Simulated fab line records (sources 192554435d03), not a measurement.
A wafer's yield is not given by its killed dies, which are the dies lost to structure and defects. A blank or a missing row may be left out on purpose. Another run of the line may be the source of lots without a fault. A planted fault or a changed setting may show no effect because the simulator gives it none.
A lot that was struck, set against a sound lot || flow n5 finfet || 37 out of 1938 route steps
Sound: these wafers, L857.2, L857.4, L857.5. Struck: wafer L875.1; the same lot's L875.2 was not struck, so it is left out; see the end for the cause.
At each step with rows: each side's tool, then ch and its chambers, then its first start. Under that, the readings that differ: sound wafers || struck wafers || difference of the means || sigmas: that difference in standard deviations of wafers without a fault.
alike: a reading whose means differ by less than 2 such deviations, as well as words and numbers matching on both sides. not compared: withheld readings; readings where some wafer has no value; bounds like >300 that might hide an equal value; numbers whose values overlap and for which the record gives no deviation.
A row with sigmas, a row that says differs or no value, or rows on one side alone: a step with any of these is where the two part. When numbers do not overlap yet have no deviation, they are printed without sigmas and do not part them. Lack of a reading on every wafer of one side parts them only where that side has two or more wafers.

first, 9 steps without rows for these wafers: N5_BEOL_M4_ANNEAL_95 (time 240 s); N5_BEOL_M4_SPUTTER_96 (material Cu, target thk 4.5 nm, time 8.29 s); N5_BEOL_M4_ECD_50 (material Cu, target thk 300 nm); N5_BEOL_M4_ANNEAL_51 (time 90 s); N5_BEOL_M4_CMP_52 (polishes, stops on SiOC, t overpolish 6.8 s, target thk 40 nm); N5_BEOL_M4_PRE_CLEAN_60 (time 15 s); N5_BEOL_M4_CO_CAP_55 (material Co, precursor CCTBA/H2, target thk 2 nm, time 102.1 s); N5_BEOL_M4_PRE_CLEAN_56 (time 15 s); N5_BEOL_M4_DEP_57 (deposits SiCN from 3MS/NH3, target thk 8 nm, time 14 s).
N5_BEOL_M4_RC_MEAS_101:
  sound on prober-02 ch 0, day 10 16:28; struck on prober-02 ch 0, day 15 02:02
{"reading": "DIBL_N (mV/V)", "sound": "36.4 37.4 36.0", "struck": 31.7, "difference": -4.9, "sigmas": -2}
{"reading": "IOFF_P (nA/um)", "sound": "0.22 0.23 0.25", "struck": 0.14, "difference": -0.09, "sigmas": -3}
{"reading": "SS_P (mV/dec)", "sound": "73.9 74.3 73.8", "struck": 72.2, "difference": -1.8, "sigmas": -2}
{"reading": "VT_N (mV)", "sound": "251 248 246", "struck": 257, "difference": "+9", "sigmas": "+3"}
{"reading": "VT_P (mV)", "sound": "-248 -247 -244", "struck": -258, "difference": -12, "sigmas": -4}
  alike: DIBL_P, IOFF_N, ION_N, ION_P, SS_N
N5_BEOL_M5_ILD_DEP_00: deposits SiCOH lowk from DEMS/porogen, target thk 140.64 nm, time 25.9 s.
  sound on pecvd-04 ch 0,2, day 10 17:16; struck on pecvd-02 ch 2, day 15 03:00
{"reading": "heater power w (W)", "sound": "330 330 286", "struck": 462, "difference": "+147", "sigmas": "+2"}
{"reading": "model.SiCOH_lowk_of_BEOL_M5_ILD_DEP_00.thk nm (nm)", "sound": "140 139.8 142.8", "struck": 63.6, "difference": -77.3, "sigmas": ""}
  alike: showerhead plenum p Torr, throttle valve pct
then, 1 step without rows for these wafers: N5_BEOL_M5_CURE_79 (cures SiCOH lowk, time 240 s).
N5_BEOL_M5_THK_MEAS_01:
  sound: film metro-01 at day 10 17:55; struck: film metro-02 at day 15 03:36
{"reading": "M5_ILD_THK (nm)", "sound": "120.5 120.3 122.9", "struck": 54.6, "difference": -66.6, "sigmas": -39}
then, 22 steps without rows for these wafers: N5_BEOL_M5_PECVD_70 (deposits SiO2 from TEOS/O2, target thk 16 nm, time 18 s); N5_BEOL_M5_HM_DEP_02 (deposits TiN, target thk 20 nm); N5_BEOL_M5_COAT_59 (time 60 s, resist thk 60 nm); N5_BEOL_M5_COAT_60 (time 60 s, resist thk 12 nm); N5_BEOL_M5_COAT_71 (time 60 s, resist thk 5 nm); N5_BEOL_M5_COAT_05 (resist thk 30 nm); N5_BEOL_M5_EBR_07; N5_BEOL_M5_SOFTBAKE_06 (time 60 s); N5_BEOL_M5_EXPOSE_08 (exposes mask M5, target cd 28 nm); N5_BEOL_M5_PEB_09 (peb time 60 s); N5_BEOL_M5_DEVELOP_10 (develop time 30 s); N5_BEOL_M5_DESCUM_16 (chemistry O2, time 7 s); N5_BEOL_M5_ETCH_72 (etches underlayer in N2/H2, target depth 6.5 nm, time 5.2 s); N5_BEOL_M5_ETCH_61 (etches SiARC in CF4, target depth 15.6 nm, time 26 s); N5_BEOL_M5_ETCH_62 (etches SOC in N2/H2, target depth 75 nm, overetch 15 nm, time 112.5 s); N5_BEOL_M5_STRIP_63 (strips in N2/H2); N5_BEOL_M5_STRIP_73 (strips in N2/H2); N5_BEOL_M5_STRIP_64 (strips in CF4); N5_BEOL_M5_HM_OPEN_17 (chemistry Cl2/BCl3, target TiN, target depth 20 nm, overetch 6 nm); N5_BEOL_M5_STRIP_19 (strips in O2); N5_BEOL_M5_COAT_65 (time 60 s, resist thk 60 nm); N5_BEOL_M5_COAT_66 (time 60 s, resist thk 12 nm).
N5_BEOL_M5_CMP_52: polishes, stops on SiCOH lowk, t overpolish 6.9 s, target thk 62 nm.
  sound on cmp-04 ch 1,2, day 11 05:30; struck on cmp-04 ch 2, day 15 13:04
{"reading": "model.SiCOH_lowk_of_BEOL_M5_ILD_DEP_00.thk nm (nm)", "sound": "117.4 117.2 120", "struck": 51.6, "difference": -66.6, "sigmas": ""}
  alike: motor current A, retaining ring pressure frac
-- record jumps: 4 days separate the struck wafers' starts on either side; left off in module BEOL_M5, taken up again in module PASSIVATION, whose first shown step is the route's number 1936 --
N5_PASSIVATION_PROBE_49:
  sound: prober-01 at day 14 22:02; struck: prober-02 at day 19 20:31
{"reading": "defect limited yield (%)", "sound": "91.7 92.2 90.1", "struck": 0, "difference": -91, "sigmas": -65}
{"reading": "killed_at_M4_up", "sound": "12 23 25", "struck": 1114, "difference": "+1094", "sigmas": "+99 or more"}
{"reading": "killed at contacts", "sound": "22 17 20", "struck": 3, "difference": -17, "sigmas": -2}
{"reading": "killed dies", "sound": "98 92 117", "struck": 1180, "difference": "+1078", "sigmas": "+63"}
{"reading": "killed on rim", "sound": "15 8 17", "struck": 152, "difference": "+139", "sigmas": "+40"}
{"reading": "killed open", "sound": "61 69 87", "struck": 41, "difference": -31, "sigmas": -2}
{"reading": "sort n pass", "sound": "1082 1088 1063", "struck": 0, "difference": -1078, "sigmas": -63}
{"reading": "sort yield pct (%)", "sound": "91.7 92.2 90.1", "struck": 0, "difference": -91, "sigmas": -65}
  alike: killed_at_M0_to_M3, killed at front end, killed at other, killed short, sort_bin_5_function, sort_bin_6_memory

== WHERE THEY PART ==
Earliest at N5_BEOL_M4_RC_MEAS_101; latest, in this record, at N5_PASSIVATION_PROBE_49.

WHY: what had been put in by the simulator
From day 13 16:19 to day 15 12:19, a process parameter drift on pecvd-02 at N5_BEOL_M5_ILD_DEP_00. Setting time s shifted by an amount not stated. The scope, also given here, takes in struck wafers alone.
